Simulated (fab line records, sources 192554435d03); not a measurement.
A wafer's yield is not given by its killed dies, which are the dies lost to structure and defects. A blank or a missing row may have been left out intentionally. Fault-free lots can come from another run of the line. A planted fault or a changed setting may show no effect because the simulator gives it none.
Chamber matching	flow n5-finfet	N5_BEOL_M7_STRIP_19 on rie-diel-03: 4 sister chambers
The step strips in O2. 14 wafers are shown with their chamber, then 7 later ones without.

EACH WAFER AND ITS CHAMBER
wafer	chamber	drypump-motor-current-A (A)	showerhead-plenum-p-Torr (Torr)	throttle-valve-pct (%)
L078.1	2	5.4	2.18	17.01
L078.3	1	6.4	2.12	16.89
L078.6	3	4.9	2.17	16.96
L077.1	3	4.9	2.17	16.96
L077.4	0	6.0	2.13	16.56
L077.5	2	5.4	2.18	16.98
L081.2	0	6.0	2.13	16.60
L081.3	2	5.4	2.18	17.02
L081.4	1	6.5	2.12	16.92
L085.1	3	4.9	2.16	17.01
L085.2	1	6.5	2.12	16.93
L085.4	1	6.4	2.12	16.92
L089.1	2	5.4	2.18	16.51
L089.2	3	4.9	2.16	17.03

SIGNATURES, as means of the wafers listed above
reading	chamber 0	chamber 1	chamber 2	chamber 3	scatter within a chamber
drypump-motor-current-A	6.000	6.450	5.400	4.900	0.0316
showerhead-plenum-p-Torr	2.1300	2.1200	2.1800	2.1650	0.00316
throttle-valve-pct	16.5800	16.9150	16.8800	16.9900	0.137
Rule: a wafer's distance from a chamber is the root of the sum, over the readings, of the square of ((its reading less the chamber's mean) divided by the reading's scatter). If the next closest chamber is less than 2 further off than the closest, the wafer can't be placed; otherwise it belongs to the closest. The scatter is the square root of a quotient: the sum, over the shown wafers, of each reading's squared deviation from its chamber's mean, divided by wafers minus chambers.

WAFERS WITH NO CHAMBER GIVEN
wafer	drypump-motor-current-A (A)	showerhead-plenum-p-Torr (Torr)	throttle-valve-pct (%)
L089.6	6.0	2.13	16.61
L094.4	6.4	2.11	16.93
L094.5	5.4	2.17	16.52
L094.6	4.9	2.15	17.02
L096.2	5.4	2.17	16.52
L096.3	6.0	2.12	16.65
L096.4	4.9	2.15	17.05

THE CHAMBER EACH PASSED THROUGH
wafer	from the rows above	in truth
L089.6	0	0
L094.4	1	1
L094.5	2	2
L094.6	3	3
L096.2	2	2
L096.3	0	0
L096.4	3	3
Placed correctly: 7 of 7. Not placeable from these rows: 0. 0 placed wrongly.
